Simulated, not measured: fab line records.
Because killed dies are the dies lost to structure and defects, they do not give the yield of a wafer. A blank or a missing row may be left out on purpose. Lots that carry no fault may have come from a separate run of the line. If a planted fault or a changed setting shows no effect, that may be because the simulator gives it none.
Chamber matching | flow nandHarc | NHARC_A_STAIRCASE_DESCUM_291 on rieDiel-09 has 4 sister chambers
The step chemistry O2, time 3 s. 14 wafers are shown with their chamber, then 7 later ones without.

WAFERS PAIRED WITH THEIR CHAMBERS
wafer  | chamber | showerheadPlenumPTorr (Torr) | drypumpMotorCurrentA (A) | oesProductAu (a.u.)
L077.1 | 0       | 1.98                         | 5.97                     | 0.999
L077.4 | 1       | 1.86                         | 5.94                     | 0.998
L077.5 | 3       | 2.05                         | 5.83                     | 1.020
L078.4 | 0       | 1.98                         | 5.98                     | 1.011
L078.5 | 3       | 2.04                         | 5.82                     | 1.010
L078.6 | 0       | 1.98                         | 5.96                     | 1.010
L079.1 | 3       | 2.04                         | 5.82                     | 1.023
L079.4 | 2       | 1.92                         | 6.54                     | 1.004
L079.5 | 3       | 2.04                         | 5.84                     | 1.022
L080.3 | 1       | 1.86                         | 5.87                     | 1.009
L080.4 | 3       | 2.04                         | 5.85                     | 1.023
L080.6 | 2       | 1.92                         | 6.45                     | 1.004
L082.1 | 2       | 1.91                         | 6.48                     | 0.993
L082.3 | 0       | 1.98                         | 5.97                     | 0.998

SIGNATURES (means of the wafers above)
reading               | chamber 0 | chamber 1 | chamber 2 | chamber 3 | scatter within a chamber
showerheadPlenumPTorr | 1.9800    | 1.8600    | 1.9167    | 2.0420    | 0.00383
drypumpMotorCurrentA  | 5.9700    | 5.9050    | 6.4900    | 5.8320    | 0.0274
oesProductAu          | 1.00450   | 1.00350   | 1.00033   | 1.01960   | 0.00638
Rule: a wafer's distance from a chamber is the root of the sum, over the readings, of the square of ((its reading less the chamber's mean) divided by the reading's scatter). If the next closest chamber is less than 2 further off than the closest, the wafer can't be placed; otherwise it belongs to the closest. The scatter is the square root of a quotient: the sum, over the shown wafers, of each reading's squared deviation from its chamber's mean, divided by wafers minus chambers.

WAFERS WITHOUT THEIR CHAMBER
wafer  | showerheadPlenumPTorr (Torr) | drypumpMotorCurrentA (A) | oesProductAu (a.u.)
L082.5 | 2.04                         | 5.84                     | 1.010
L091.2 | 1.85                         | 5.87                     | 0.989
L091.4 | 1.91                         | 6.47                     | 1.011
L091.5 | 1.85                         | 5.85                     | 0.996
L096.2 | 1.96                         | 5.97                     | 1.009
L096.4 | 2.02                         | 5.81                     | 1.015
L096.6 | 1.90                         | 6.44                     | 0.996

WHICH CHAMBER EACH WENT THROUGH
wafer  | from the rows above | in truth
L082.5 | 3                   | 3
L091.2 | 1                   | 1
L091.4 | 2                   | 2
L091.5 | 1                   | 1
L096.2 | 0                   | 0
L096.4 | 3                   | 3
L096.6 | 2                   | 2
7 of 7 placed correctly. From these rows, 0 cannot be placed. 0 placed wrongly.
